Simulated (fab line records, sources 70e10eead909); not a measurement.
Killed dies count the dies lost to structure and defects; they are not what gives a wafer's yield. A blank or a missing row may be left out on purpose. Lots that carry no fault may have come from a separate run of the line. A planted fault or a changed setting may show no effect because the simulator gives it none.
2 desks looking at one fault | flow nand harc | what lay behind the numbers comes last; until then each desk has only its own

## METROLOGY DESK
Lot by lot, what the gauges showed, no matter which tool ran the lot: averages of those sampled wafers that carry a number. The brackets show how far a lot's mean lies from the usual mean; more than 4 standard deviations puts the lot out of limits, marked OUT.
Columns: A = cd nm at NHARC_A_M1_CD_MEAS_09, usual 120.3 nm
lot  | first seen here | A
L200 | day 24 01:52    | 120.1
L204 | day 24 10:58    | 120.8
L206 | day 24 18:24    | 120.5
L207 | day 25 11:01    | 121.3
L208 | day 25 20:27    | 119.5
L209 | day 26 10:34    | 120.2
L210 | day 26 23:38    | 128.2 (+11) OUT
L212 | day 27 00:29    | 120.0
L211 | day 27 06:31    | 126.6 (+8.5) OUT
L213 | day 27 21:05    | 125.7 (+7.3) OUT
L217 | day 29 11:11    | 125.7 (+7.3) OUT
L223 | day 32 09:41    | 118.9
Finding of this desk: L210, L211, L213, L217 out of limits; the first was L210 at day 26 23:38, on cd nm at NHARC_A_M1_CD_MEAS_09. In limits: L200, L204, L206, L207, L208, L209, L212, L223.

## FOR THE TOOL OWNER'S DESK: arfi scanner-02
The tool's own readings at NHARC_A_M1_EXPOSE_06 (exposes mask A M1, target cd 120 nm): means of the sampled wafers that have a number, for each lot that ran on this tool. The brackets show how far a lot's mean lies from the usual mean; more than 4 standard deviations puts the lot out of limits, marked OUT.
Columns: A = exposure dose mJ cm2 at NHARC_A_M1_EXPOSE_06, usual 75.12
lot  | first seen here | A
L206 | day 24 18:16    | 75.13
L207 | day 25 10:52    | 75.18
L208 | day 25 20:19    | 75.11
L210 | day 26 23:30    | 86.18 (+99 or more) OUT
L211 | day 27 06:23    | 83.96 (+99 or more) OUT
L213 | day 27 20:56    | 82.14 (+95) OUT
L217 | day 29 11:02    | 80.82 (+77) OUT
Finding of this desk: L210, L211, L213, L217 out of limits; the first was L210 at day 26 23:30, on exposure dose mJ cm2 at NHARC_A_M1_EXPOSE_06. In limits: L206, L207, L208.

## TAKEN TOGETHER
At day 26 23:30, on L210, L211, L213, L217, the tool owner's desk was in a position to raise an alarm.
The metrology desk could have raised an alarm at day 26 23:38, on L210, L211, L213, L217.
All the named lots went through NHARC_A_M1_EXPOSE_06 on arfi scanner-02.

## WHAT HAD BEEN PUT IN BY THE SIMULATOR
Process parameters drifting: arfi scanner-02 at NHARC_A_M1_EXPOSE_06, beginning at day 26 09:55. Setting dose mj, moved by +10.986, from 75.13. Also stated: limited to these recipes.
Lots struck among those shown: L210, L211, L213, L217.
Delay (hours) between the fault's onset and each desk's first out-of-limits reading: 14 at the tool owner's desk, 14 at the metrology desk.
